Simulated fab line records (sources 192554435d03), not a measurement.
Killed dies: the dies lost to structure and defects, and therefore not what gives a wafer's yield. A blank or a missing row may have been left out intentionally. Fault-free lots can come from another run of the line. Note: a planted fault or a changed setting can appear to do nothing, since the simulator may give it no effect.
Struck lot and sound lot, side by side | flow n5-finfet | 16 steps out of a route of 1938
Sound: wafers L979.1, L979.4, L979.5. Struck: wafer L978.5 (left out: L978.3, a lot-mate that was not struck); the cause follows at the end.
Per side, at each step with rows, come the tool, then ch with its chambers, and then its first start. Under that, the readings that differ: sound wafers | struck wafers | difference of the means | sigmas: that difference in standard deviations of wafers without a fault.
alike: readings with means less than 2 such deviations apart, plus words and numbers identical on both sides. not compared: withheld readings, readings lacking a value on some wafer, bounds such as >300 that could conceal the same value, and numbers that have no deviation in the record and whose values overlap.
A row with sigmas, a row that says differs or no value, or rows on one side alone: a step with any of these is where the two part. Non-overlapping numbers with no deviation appear without sigmas and do not part them. A reading missing from all wafers of one side parts the sides only when that side holds two or more wafers.

first, 3 steps without rows for these wafers: N5_HKMG_FIN_STRIP_89 (strips SOC in N2/H2, time 20 s); N5_HKMG_FIN_WET_ETCH_87 (etches TiN in SC1, time 154.2 s, target depth 4.7 nm, rinse time 30 s); N5_HKMG_FIN_STRIP_88 (strips in N2/H2, time 360 s).
N5_HKMG_FIN_NWFM_ALD_20: deposits TiAlC, target thk 2 nm, pulse time 3 s, purge time 2 s.
  sound on ald-metal-02 ch 0,1, day 9 03:27; struck on ald-metal-02 ch 3, day 8 21:14
  alike: heater-power-w, precursor-pulse-height-rel
  not compared: ald-cycles
N5_HKMG_FIN_ALD_71: deposits TiN, target thk 1 nm, pulse time 1 s, purge time 3 s.
  sound on ald-metal-02 ch 0,1, day 9 03:33; struck on ald-metal-02 ch 3, day 8 21:20
  alike: heater-power-w, precursor-pulse-height-rel
  not compared: ald-cycles
then, 1 step without rows for these wafers: N5_HKMG_FIN_COAT_66 (time 60 s, resist thk 300 nm).
N5_HKMG_FIN_ETCH_67: etches SOC in N2/H2, stops on TiN, target depth 388.9 nm.
  sound on rie-diel-04 ch 1,2,3, day 9 03:53; struck on rie-diel-02 ch 0, day 8 21:59
  alike: bias-w, drypump-motor-current-A, oes-product-au, rf-vpp-V, showerhead-plenum-p-Torr, throttle-valve-pct
  not compared: rf-hours-counter-h
N5_HKMG_FIN_STRIP_90: strips SOC in N2/H2, time 20 s.
  sound on rie-diel-04 ch 1,2,3, day 9 03:57; struck on rie-diel-02 ch 0, day 8 22:02
  alike: bias-power-w, drypump-motor-current-A, oes-product-au, rf-vpp-V, showerhead-plenum-p-Torr, throttle-valve-pct
  not compared: rf-hours-counter-h
then, 4 steps without rows for these wafers: N5_HKMG_FIN_WET_ETCH_73 (etches the open film in SC1, time 42.3 s, target depth 1.3 nm, rinse time 30 s); N5_HKMG_FIN_ETCHBACK_68 (etches the open film in Cl2/Ar, stops on HfO2, target depth 0.5 nm); N5_HKMG_FIN_STRIP_69 (strips in N2/H2, time 360 s); N5_HKMG_FIN_ALD_21 (deposits TiN, target thk 1.5 nm, pulse time 1 s, purge time 3 s).
N5_HKMG_FIN_ALD_72: deposits W, target thk 2 nm, pulse time 1 s, purge time 2 s.
  sound on cvd-w-01 ch 0, day 9 05:00; struck on cvd-w-02 ch 0, day 8 23:06
  reading                    | sound             | struck | difference | sigmas
  ald-cycles                 | 7 7 7             | 8      | +1         |
  heater-power-w (W)         | 454 443 446       | 531    | +83        | +2
  precursor-pulse-height-rel | 0.999 0.990 0.947 | 1.032  | +0.053     | +2
N5_HKMG_FIN_W_FILL_22: material W, target thk 60 nm, time 18.2 s.
  sound on cvd-w-01 ch 0, day 9 05:08; struck on cvd-w-02 ch 0, day 8 23:09
  reading                | sound          | struck | difference | sigmas
  throttle-valve-pct (%) | 18.5 18.8 18.7 | 19.9   | +1.2       | +2
  alike: heater-power-w
-- the record jumps here: 5 days lie between the struck wafers' starts before and after (it left off in module HKMG_FIN and takes up again in module BEOL_M4, whose first step shown is number 1111 of the route) --
N5_BEOL_M4_RC_MEAS_101:
  sound on prober-01 ch 0, day 14 08:52; struck on prober-02 ch 0, day 13 19:52
  alike: DIBL_N, DIBL_P, IOFF_N, IOFF_P, ION_N, ION_P, SS_N, SS_P, VT_N, VT_P
N5_PASSIVATION_PROBE_49:
  the record has rows for the sound wafers here (prober-01, day 19 00:50) and none for the struck ones

## WHERE THEY PART
Earliest at N5_HKMG_FIN_ALD_72; latest, in this record, at N5_PASSIVATION_PROBE_49.

WHY: what the simulator had put in
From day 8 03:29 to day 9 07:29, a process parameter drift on cvd-w-02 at N5_HKMG_FIN_ALD_72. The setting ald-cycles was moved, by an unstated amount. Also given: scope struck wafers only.
